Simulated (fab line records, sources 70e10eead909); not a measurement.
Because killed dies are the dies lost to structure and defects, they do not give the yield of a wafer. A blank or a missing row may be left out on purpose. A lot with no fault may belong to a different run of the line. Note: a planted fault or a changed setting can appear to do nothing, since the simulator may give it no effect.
Which tool is to blame? + flow nand_harc + 21 lots, 63 wafers sampled, at 6 steps of a route of 1302

WHAT EACH GAUGE READ, for each wafer
Not one reading of a measure or inspect step in the record can be checked against a usual standard deviation.

WHICH TOOL RAN EACH LOT (tool, then ch and the chambers of the sampled wafers, then the start)
| lot  | NHARC_A_STAIRCASE_TRIM_24                     | NHARC_A_STAIRCASE_TRIM_196         | NHARC_A_STAIRCASE_ETCH_203                    | NHARC_A_STAIRCASE_ETCH_225                    | NHARC_A_STAIRCASE_TRIM_226                    | NHARC_A_STAIRCASE_TRIM_229         |
|------|-----------------------------------------------|------------------------------------|-----------------------------------------------|-----------------------------------------------|-----------------------------------------------|------------------------------------|
| L074 | rie_diel-12 ch 0,2,3, day 15 08:35 or earlier | rie_diel-12 ch 0,2,3, day 15 08:35 | rie_diel-12 ch 0,1,2, day 15 12:10 or earlier | rie_diel-01 ch 0,1,2, day 15 12:10 or earlier | rie_diel-01 ch 1,2,3, day 15 12:10 or earlier | rie_diel-01 ch 0,2,3, day 15 12:10 |
| L075 | rie_diel-12 ch 0,1,3, day 16 03:30 or earlier | rie_diel-01 ch 0,1, day 16 03:30   | rie_diel-01 ch 0,1,2, day 16 07:33 or earlier | rie_diel-12 ch 2,3, day 16 07:33 or earlier   | rie_diel-12 ch 0,1,2, day 16 07:33 or earlier | rie_diel-01 ch 0,1,3, day 16 07:33 |
| L078 | rie_diel-06 ch 1,2, day 17 11:27 or earlier   | rie_diel-12 ch 2,3, day 17 11:27   | rie_diel-12 ch 0,2, day 17 15:07 or earlier   | rie_diel-01 ch 0,2,3, day 17 15:07 or earlier | rie_diel-01 ch 1,3, day 17 15:07 or earlier   | rie_diel-12 ch 0,1,3, day 17 15:07 |
| L079 | rie_diel-01 ch 1,2,3, day 17 23:12 or earlier | rie_diel-01 ch 2,3, day 17 23:12   | rie_diel-01 ch 2,3, day 18 02:58 or earlier   | rie_diel-12 ch 1,2,3, day 18 02:58 or earlier | rie_diel-12 ch 0,2,3, day 18 02:58 or earlier | rie_diel-12 ch 1,2, day 18 02:58   |
| L080 | rie_diel-06 ch 2,3, day 18 13:24 or earlier   | rie_diel-01 ch 0,3, day 18 13:24   | rie_diel-01 ch 1,3, day 18 17:05 or earlier   | rie_diel-06 ch 0,3, day 18 17:05 or earlier   | rie_diel-06 ch 0,3, day 18 17:05 or earlier   | rie_diel-12 ch 1,2,3, day 18 17:05 |
| L081 | rie_diel-06 ch 0,1,3, day 19 01:23 or earlier | rie_diel-12 ch 1,2,3, day 19 01:23 | rie_diel-12 ch 1,2,3, day 19 05:43 or earlier | rie_diel-01 ch 2,3, day 19 05:43 or earlier   | rie_diel-01 ch 1,2,3, day 19 05:43 or earlier | rie_diel-01 ch 1,2,3, day 19 05:43 |
| L082 | rie_diel-01 ch 1,2, day 19 01:44 or earlier   | rie_diel-01 ch 0,1,2, day 19 01:44 | rie_diel-01 ch 0,2,3, day 19 05:52 or earlier | rie_diel-12 ch 0,2,3, day 19 05:52 or earlier | rie_diel-12 ch 0,2, day 19 05:52 or earlier   | rie_diel-12 ch 0,2, day 19 05:52   |
| L083 | rie_diel-01 ch 1,2, day 20 01:25 or earlier   | rie_diel-01 ch 2,3, day 20 01:25   | rie_diel-01 ch 0,2, day 20 05:01 or earlier   | rie_diel-12 ch 0,1,3, day 20 05:01 or earlier | rie_diel-12 ch 1,2,3, day 20 05:01 or earlier | rie_diel-12 ch 1,2,3, day 20 05:01 |
| L085 | rie_diel-06 ch 0,2,3, day 20 05:20 or earlier | rie_diel-01 ch 0,2,3, day 20 05:20 | rie_diel-01 ch 0,2,3, day 20 08:55 or earlier | rie_diel-06 ch 0,2,3, day 20 08:55 or earlier | rie_diel-06 ch 0,2,3, day 20 08:55 or earlier | rie_diel-06 ch 1,2,3, day 20 08:55 |
| L086 | rie_diel-06 ch 0,1,3, day 20 21:36 or earlier | rie_diel-12 ch 0,2,3, day 20 21:36 | rie_diel-12 ch 0,3, day 21 01:10 or earlier   | rie_diel-01 ch 0,1,2, day 21 01:10 or earlier | rie_diel-01 ch 0,2,3, day 21 01:10 or earlier | rie_diel-06 ch 1,2, day 21 01:10   |
| L087 | rie_diel-01 ch 0,1,2, day 22 03:03 or earlier | rie_diel-12 ch 1,2, day 22 03:03   | rie_diel-12 ch 1,3, day 22 06:50 or earlier   | rie_diel-12 ch 0,1,3, day 22 06:50 or earlier | rie_diel-12 ch 0,1,2, day 22 06:50 or earlier | rie_diel-06 ch 0,3, day 22 06:50   |
| L088 | rie_diel-12 ch 0,1, day 22 04:06 or earlier   | rie_diel-12 ch 0,2,3, day 22 04:06 | rie_diel-12 ch 0,1,3, day 22 07:56 or earlier | rie_diel-12 ch 0,1,2, day 22 07:56 or earlier | rie_diel-12 ch 0,1,2, day 22 07:56 or earlier | rie_diel-12 ch 2,3, day 22 07:56   |
| L090 | rie_diel-01 ch 0,1,2, day 22 07:43 or earlier | rie_diel-01 ch 2,3, day 22 07:43   | rie_diel-01 ch 2,3, day 22 12:34 or earlier   | rie_diel-12 ch 0,1,2, day 22 12:34 or earlier | rie_diel-12 ch 2,3, day 22 12:34 or earlier   | rie_diel-01 ch 1,3, day 22 12:34   |
| L089 | rie_diel-06 ch 1,3, day 22 08:37 or earlier   | rie_diel-06 ch 2,3, day 22 08:37   | rie_diel-06 ch 1,2, day 22 12:35 or earlier   | rie_diel-01 ch 2,3, day 22 12:35 or earlier   | rie_diel-01 ch 1,2,3, day 22 12:35 or earlier | rie_diel-12 ch 0,1,2, day 22 12:35 |
| L091 | rie_diel-01 ch 1,3, day 22 22:15 or earlier   | rie_diel-01 ch 1,2,3, day 22 22:15 | rie_diel-01 ch 1,2,3, day 23 07:41 or earlier | rie_diel-12 ch 0,1, day 23 07:41 or earlier   | rie_diel-12 ch 1,2, day 23 07:41 or earlier   | rie_diel-06 ch 0,2,3, day 23 07:41 |
| L093 | rie_diel-06 ch 0,1,2, day 23 09:46 or earlier | rie_diel-12 ch 0,1,2, day 23 09:46 | rie_diel-12 ch 1,2,3, day 23 13:35 or earlier | rie_diel-01 ch 0,2,3, day 23 13:35 or earlier | rie_diel-01 ch 0,1,3, day 23 13:35 or earlier | rie_diel-12 ch 0,1,2, day 23 13:35 |
| L092 | rie_diel-06 ch 0,1,3, day 23 10:29 or earlier | rie_diel-01 ch 0,1,2, day 23 10:29 | rie_diel-01 ch 0,1,2, day 23 15:02 or earlier | rie_diel-06 ch 0,2,3, day 23 15:02 or earlier | rie_diel-06 ch 1,2,3, day 23 15:02 or earlier | rie_diel-06 ch 1,2,3, day 23 15:02 |
| L094 | rie_diel-01 ch 1,2,3, day 23 20:49 or earlier | rie_diel-01 ch 0,1,2, day 23 20:49 | rie_diel-01 ch 1,2,3, day 24 00:48 or earlier | rie_diel-01 ch 0,2,3, day 24 00:48 or earlier | rie_diel-01 ch 0,1,2, day 24 00:48 or earlier | rie_diel-12 ch 0,1,2, day 24 00:48 |
| L095 | rie_diel-12 ch 0,2,3, day 24 03:32 or earlier | rie_diel-12 ch 0,1,2, day 24 03:32 | rie_diel-12 ch 0,1,2, day 24 07:12 or earlier | rie_diel-12 ch 0,2, day 24 07:12 or earlier   | rie_diel-12 ch 0,2,3, day 24 07:12 or earlier | rie_diel-12 ch 0,1,3, day 24 07:12 |
| L097 | rie_diel-12 ch 1,3, day 25 05:03 or earlier   | rie_diel-06 ch 0,3, day 25 05:03   | rie_diel-06 ch 1,2,3, day 25 08:58 or earlier | rie_diel-01 ch 0,2, day 25 08:58 or earlier   | rie_diel-01 ch 0,3, day 25 08:58 or earlier   | rie_diel-01 ch 0,2,3, day 25 08:58 |
| L096 | rie_diel-06 ch 1,2,3, day 25 08:43 or earlier | rie_diel-06 ch 0,1,2, day 25 08:43 | rie_diel-06 ch 0,1,3, day 25 12:22 or earlier | rie_diel-06 ch 0,1,2, day 25 12:22 or earlier | rie_diel-06 ch 0,3, day 25 12:22 or earlier   | rie_diel-01 ch 0,1,2, day 25 12:22 |
- NHARC_A_STAIRCASE_TRIM_24: chemistry O2, time 211.2 s.
- NHARC_A_STAIRCASE_TRIM_196: chemistry O2, time 211.2 s.
- NHARC_A_STAIRCASE_ETCH_203: etches the open film in C4F8/O2, target depth 100 nm, time 40.5 s.
- NHARC_A_STAIRCASE_ETCH_225: etches the open film in C4F8/O2, target depth 100 nm, time 40.5 s.
- NHARC_A_STAIRCASE_TRIM_226: chemistry O2, time 211.2 s.
- NHARC_A_STAIRCASE_TRIM_229: chemistry O2, time 211.2 s.

WHAT THE TOOLS THEMSELVES READ (means of the sampled wafers that have a number; where no wafer has one, the mark that the record gives instead)
NHARC_A_STAIRCASE_TRIM_24.
| lot  | tool        | drypump_motor_current_A (A) | o2_flow_sccm (sccm) | oes_product_au (a.u.) | rf_vpp_V (V) | showerhead_plenum_p_Torr (Torr) | throttle_valve_pct (%) |
|------|-------------|-----------------------------|---------------------|-----------------------|--------------|---------------------------------|------------------------|
| L074 | rie_diel-12 | 6.0                         | 500.5               | 1.011                 | 57.8         | 3.49                            | 17.038                 |
| L075 | rie_diel-12 | 5.8                         | 501.3               | 0.997                 | 58.2         | 3.58                            | 17.039                 |
| L078 | rie_diel-06 | 5.5                         | 501.8               | 1.008                 | 57.6         | 3.61                            | 17.039                 |
| L079 | rie_diel-01 | 6.0                         | 501.3               | 1.011                 | 57.3         | 3.47                            | 17.037                 |
| L080 | rie_diel-06 | 5.4                         | 498.0               | 1.012                 | 58.6         | 3.64                            | 17.042                 |
| L081 | rie_diel-06 | 5.7                         | 498.6               | 1.000                 | 57.6         | 3.44                            | 17.044                 |
| L082 | rie_diel-01 | 6.2                         | 497.7               | 1.005                 | 56.3         | 3.32                            | 17.035                 |
| L083 | rie_diel-01 | 5.9                         | 501.1               | 1.011                 | 56.8         | 3.30                            | 17.029                 |
| L085 | rie_diel-06 | 5.5                         | 500.2               | 1.004                 | 56.8         | 3.52                            | 17.039                 |
| L086 | rie_diel-06 | 5.7                         | 499.2               | 1.005                 | 58.3         | 3.43                            | 17.040                 |
| L087 | rie_diel-01 | 5.8                         | 501.8               | 1.009                 | 57.6         | 3.38                            | 17.039                 |
| L088 | rie_diel-12 | 5.8                         | 499.2               | 0.984                 | 58.0         | 3.67                            | 17.038                 |
| L090 | rie_diel-01 | 5.8                         | 499.6               | 1.006                 | 57.8         | 3.38                            | 17.032                 |
| L089 | rie_diel-06 | 5.8                         | 500.6               | 0.993                 | 57.5         | 3.44                            | 17.042                 |
| L091 | rie_diel-01 | 6.0                         | 498.9               | 1.013                 | 58.5         | 3.61                            | 17.043                 |
| L093 | rie_diel-06 | 5.4                         | 499.5               | 1.004                 | 58.0         | 3.54                            | 17.035                 |
| L092 | rie_diel-06 | 5.7                         | 500.1               | 0.998                 | 57.4         | 3.43                            | 17.038                 |
| L094 | rie_diel-01 | 6.0                         | 500.3               | 1.007                 | 57.5         | 3.44                            | 17.040                 |
| L095 | rie_diel-12 | 6.0                         | 500.2               | 0.998                 | 57.3         | 3.63                            | 17.043                 |
| L097 | rie_diel-12 | 5.8                         | 501.0               | 1.000                 | 58.6         | 3.68                            | 17.032                 |
| L096 | rie_diel-06 | 5.5                         | 499.8               | 1.001                 | 57.4         | 3.54                            | 17.037                 |

NHARC_A_STAIRCASE_TRIM_196.
| lot  | tool        | drypump_motor_current_A (A) | o2_flow_sccm (sccm) | oes_product_au (a.u.) | rf_vpp_V (V) | showerhead_plenum_p_Torr (Torr) | throttle_valve_pct (%) |
|------|-------------|-----------------------------|---------------------|-----------------------|--------------|---------------------------------|------------------------|
| L074 | rie_diel-12 | 6.0                         | 499.2               | 1.004                 | 57.9         | 3.49                            | 17.040                 |
| L075 | rie_diel-01 | 5.7                         | 500.4               | 0.999                 | 57.9         | 3.50                            | 17.040                 |
| L078 | rie_diel-12 | 6.1                         | 499.4               | 1.002                 | 56.7         | 3.35                            | 17.028                 |
| L079 | rie_diel-01 | 5.8                         | 500.0               | 1.009                 | 58.3         | 3.62                            | 17.037                 |
| L080 | rie_diel-01 | 5.7                         | 500.9               | 1.008                 | 59.2         | 3.70                            | 17.038                 |
| L081 | rie_diel-12 | 5.9                         | 500.4               | 1.000                 | 57.4         | 3.43                            | 17.037                 |
| L082 | rie_diel-01 | 5.8                         | 500.2               | 1.003                 | 58.1         | 3.39                            | 17.028                 |
| L083 | rie_diel-01 | 5.7                         | 501.3               | 1.020                 | 58.0         | 3.44                            | 17.032                 |
| L085 | rie_diel-01 | 5.6                         | 500.2               | 1.004                 | 57.4         | 3.53                            | 17.030                 |
| L086 | rie_diel-12 | 6.0                         | 499.9               | 1.009                 | 57.6         | 3.65                            | 17.032                 |
| L087 | rie_diel-12 | 6.1                         | 500.8               | 1.002                 | 58.0         | 3.46                            | 17.032                 |
| L088 | rie_diel-12 | 6.0                         | 500.5               | 1.012                 | 58.1         | 3.64                            | 17.041                 |
| L090 | rie_diel-01 | 5.8                         | 499.6               | 1.011                 | 58.1         | 3.60                            | 17.035                 |
| L089 | rie_diel-06 | 5.3                         | 499.6               | 0.989                 | 58.0         | 3.63                            | 17.039                 |
| L091 | rie_diel-01 | 6.0                         | 499.4               | 1.015                 | 58.1         | 3.45                            | 17.030                 |
| L093 | rie_diel-12 | 6.0                         | 500.7               | 1.001                 | 57.8         | 3.58                            | 17.027                 |
| L092 | rie_diel-01 | 5.8                         | 500.9               | 1.005                 | 57.1         | 3.37                            | 17.044                 |
| L094 | rie_diel-01 | 5.8                         | 500.3               | 1.006                 | 57.0         | 3.37                            | 17.038                 |
| L095 | rie_diel-12 | 6.0                         | 500.9               | 0.988                 | 58.3         | 3.58                            | 17.042                 |
| L097 | rie_diel-06 | 5.8                         | 500.5               | 1.002                 | 56.6         | 3.38                            | 17.037                 |
| L096 | rie_diel-06 | 5.4                         | 501.0               | 1.004                 | 57.8         | 3.53                            | 17.042                 |

NHARC_A_STAIRCASE_ETCH_203.
| lot  | tool        | oes_product_au (a.u.) | rf_vpp_V (V) |
|------|-------------|-----------------------|--------------|
| L074 | rie_diel-12 | 0.938                 | 900          |
| L075 | rie_diel-01 | 0.950                 | 891          |
| L078 | rie_diel-12 | 0.947                 | 896          |
| L079 | rie_diel-01 | 0.954                 | 892          |
| L080 | rie_diel-01 | 0.948                 | 893          |
| L081 | rie_diel-12 | 0.948                 | 892          |
| L082 | rie_diel-01 | 0.952                 | 896          |
| L083 | rie_diel-01 | 0.956                 | 890          |
| L085 | rie_diel-01 | 0.950                 | 896          |
| L086 | rie_diel-12 | 0.951                 | 905          |
| L087 | rie_diel-12 | 0.938                 | 902          |
| L088 | rie_diel-12 | 0.956                 | 903          |
| L090 | rie_diel-01 | 0.944                 | 898          |
| L089 | rie_diel-06 | 0.938                 | 898          |
| L091 | rie_diel-01 | 0.941                 | 893          |
| L093 | rie_diel-12 | 0.958                 | 898          |
| L092 | rie_diel-01 | 0.948                 | 889          |
| L094 | rie_diel-01 | 0.950                 | 893          |
| L095 | rie_diel-12 | 0.934                 | 897          |
| L097 | rie_diel-06 | 0.933                 | 896          |
| L096 | rie_diel-06 | 0.945                 | 891          |

NHARC_A_STAIRCASE_ETCH_225.
| lot  | tool        | oes_product_au (a.u.) | rf_vpp_V (V) |
|------|-------------|-----------------------|--------------|
| L074 | rie_diel-01 | 0.943                 | 892          |
| L075 | rie_diel-12 | 0.939                 | 890          |
| L078 | rie_diel-01 | 0.960                 | 896          |
| L079 | rie_diel-12 | 0.954                 | 892          |
| L080 | rie_diel-06 | 0.950                 | 891          |
| L081 | rie_diel-01 | 0.943                 | 898          |
| L082 | rie_diel-12 | 0.951                 | 894          |
| L083 | rie_diel-12 | 0.942                 | 903          |
| L085 | rie_diel-06 | 0.950                 | 895          |
| L086 | rie_diel-01 | 0.949                 | 891          |
| L087 | rie_diel-12 | 0.941                 | 903          |
| L088 | rie_diel-12 | 0.938                 | 898          |
| L090 | rie_diel-12 | 0.945                 | 898          |
| L089 | rie_diel-01 | 0.949                 | 898          |
| L091 | rie_diel-12 | 0.924                 | 902          |
| L093 | rie_diel-01 | 0.962                 | 896          |
| L092 | rie_diel-06 | 0.930                 | 896          |
| L094 | rie_diel-01 | 0.953                 | 895          |
| L095 | rie_diel-12 | 0.941                 | 895          |
| L097 | rie_diel-01 | 0.952                 | 903          |
| L096 | rie_diel-06 | 0.949                 | 896          |

NHARC_A_STAIRCASE_TRIM_226.
| lot  | tool        | drypump_motor_current_A (A) | o2_flow_sccm (sccm) | oes_product_au (a.u.) | rf_vpp_V (V) | showerhead_plenum_p_Torr (Torr) | throttle_valve_pct (%) |
|------|-------------|-----------------------------|---------------------|-----------------------|--------------|---------------------------------|------------------------|
| L074 | rie_diel-01 | 5.95                        | 499.7               | 1.000                 | 57.3         | 3.48                            | 17.033                 |
| L075 | rie_diel-12 | 5.94                        | 501.0               | 0.996                 | 57.8         | 3.61                            | 17.034                 |
| L078 | rie_diel-01 | 5.99                        | 499.6               | 1.006                 | 57.1         | 3.63                            | 17.039                 |
| L079 | rie_diel-12 | 5.96                        | 500.1               | 1.001                 | 57.9         | 3.48                            | 17.034                 |
| L080 | rie_diel-06 | 5.82                        | 501.4               | 1.008                 | 56.9         | 3.41                            | 17.038                 |
| L081 | rie_diel-01 | 5.97                        | 500.6               | 1.007                 | 57.6         | 3.46                            | 17.030                 |
| L082 | rie_diel-12 | 6.11                        | 501.8               | 1.008                 | 58.3         | 3.51                            | 17.038                 |
| L083 | rie_diel-12 | 5.93                        | 500.3               | 1.000                 | 58.9         | 3.61                            | 17.030                 |
| L085 | rie_diel-06 | 5.50                        | 500.0               | 1.010                 | 56.9         | 3.51                            | 17.030                 |
| L086 | rie_diel-01 | 5.66                        | 500.9               | 1.009                 | 57.4         | 3.53                            | 17.036                 |
| L087 | rie_diel-12 | 5.97                        | 501.0               | 1.003                 | 57.9         | 3.59                            | 17.047                 |
| L088 | rie_diel-12 | 5.97                        | 499.9               | 0.992                 | 57.7         | 3.59                            | 17.033                 |
| L090 | rie_diel-12 | 6.07                        | 500.1               | 1.021                 | 58.1         | 3.51                            | 17.029                 |
| L089 | rie_diel-01 | 5.96                        | 499.5               | 1.016                 | 57.5         | 3.45                            | 17.035                 |
| L091 | rie_diel-12 | 6.08                        | 501.3               | 1.005                 | 57.7         | 3.45                            | 17.037                 |
| L093 | rie_diel-01 | 5.88                        | 500.5               | 1.013                 | 58.3         | 3.54                            | 17.041                 |
| L092 | rie_diel-06 | 5.57                        | 499.2               | 1.000                 | 57.9         | 3.54                            | 17.037                 |
| L094 | rie_diel-01 | 5.83                        | 498.4               | 1.008                 | 57.7         | 3.37                            | 17.036                 |
| L095 | rie_diel-12 | 5.96                        | 501.7               | 0.995                 | 57.1         | 3.63                            | 17.039                 |
| L097 | rie_diel-01 | 5.56                        | 498.4               | 0.983                 | 58.5         | 3.60                            | 17.026                 |
| L096 | rie_diel-06 | 5.69                        | 497.9               | 1.010                 | 57.0         | 3.37                            | 17.039                 |

NHARC_A_STAIRCASE_TRIM_229.
| lot  | tool        | drypump_motor_current_A (A) | o2_flow_sccm (sccm) | oes_product_au (a.u.) | rf_vpp_V (V) | showerhead_plenum_p_Torr (Torr) | throttle_valve_pct (%) |
|------|-------------|-----------------------------|---------------------|-----------------------|--------------|---------------------------------|------------------------|
| L074 | rie_diel-01 | 5.6                         | 499.2               | 0.992                 | 58.9         | 3.55                            | 17.044                 |
| L075 | rie_diel-01 | 5.9                         | 500.7               | 0.994                 | 58.2         | 3.56                            | 17.037                 |
| L078 | rie_diel-12 | 5.8                         | 500.0               | 0.998                 | 57.8         | 3.57                            | 17.039                 |
| L079 | rie_diel-12 | 6.0                         | 499.4               | 1.000                 | 57.9         | 3.55                            | 17.037                 |
| L080 | rie_diel-12 | 5.9                         | 500.5               | 1.003                 | 57.1         | 3.43                            | 17.027                 |
| L081 | rie_diel-01 | 6.0                         | 499.4               | 1.011                 | 56.7         | 3.46                            | 17.039                 |
| L082 | rie_diel-12 | 6.0                         | 499.6               | 0.999                 | 58.5         | 3.64                            | 17.031                 |
| L083 | rie_diel-12 | 5.9                         | 498.9               | 0.997                 | 57.7         | 3.61                            | 17.033                 |
| L085 | rie_diel-06 | 5.6                         | 499.6               | 1.002                 | 58.7         | 3.55                            | 17.039                 |
| L086 | rie_diel-06 | 5.2                         | 499.1               | 1.005                 | 58.1         | 3.66                            | 17.043                 |
| L087 | rie_diel-06 | 5.8                         | 500.4               | 0.999                 | 57.9         | 3.39                            | 17.030                 |
| L088 | rie_diel-12 | 5.9                         | 499.8               | 1.018                 | 57.9         | 3.66                            | 17.035                 |
| L090 | rie_diel-01 | 6.0                         | 498.8               | 1.017                 | 58.3         | 3.61                            | 17.027                 |
| L089 | rie_diel-12 | 6.0                         | 500.1               | 1.000                 | 58.4         | 3.59                            | 17.034                 |
| L091 | rie_diel-06 | 5.5                         | 500.0               | 0.986                 | 57.8         | 3.50                            | 17.037                 |
| L093 | rie_diel-12 | 6.0                         | 500.0               | 0.998                 | 57.1         | 3.58                            | 17.034                 |
| L092 | rie_diel-06 | 5.5                         | 499.5               | 0.992                 | 57.5         | 3.54                            | 17.033                 |
| L094 | rie_diel-12 | 6.0                         | 499.6               | 0.993                 | 58.0         | 3.58                            | 17.038                 |
| L095 | rie_diel-12 | 5.8                         | 498.8               | 1.009                 | 58.6         | 3.72                            | 17.034                 |
| L097 | rie_diel-01 | 5.6                         | 498.5               | 0.996                 | 58.2         | 3.69                            | 17.031                 |
| L096 | rie_diel-01 | 5.8                         | 500.2               | 0.992                 | 57.9         | 3.55                            | 17.041                 |

THE ANSWER, worked out from the rows above alone
Rule: what is usual is taken from the lots themselves. Put in order of their means at a reading, lots are off if they are a third of the lots or fewer, leave a main group of 4 or more, and stand apart from it by a gap of 3 or more times the standard deviation of the main group's means; of several such gaps the widest counts. The tables above print the reading to a certain number of digits; a main group whose means all agree to those digits is not used. A lot without any number at a reading at which 4 lots or more have one is off too. All remaining lots with rows at the step are treated as sound. The gauges are gone through in route order, then the tools' own readings, and for those a lot's mean is taken as printed above. At the first step where some lot is off, the reading lying furthest off is the one used; lots without a number count as furthest.
None of the lots is off at any reading shown; this tells nothing.

WHAT THE SIMULATOR PUT IN
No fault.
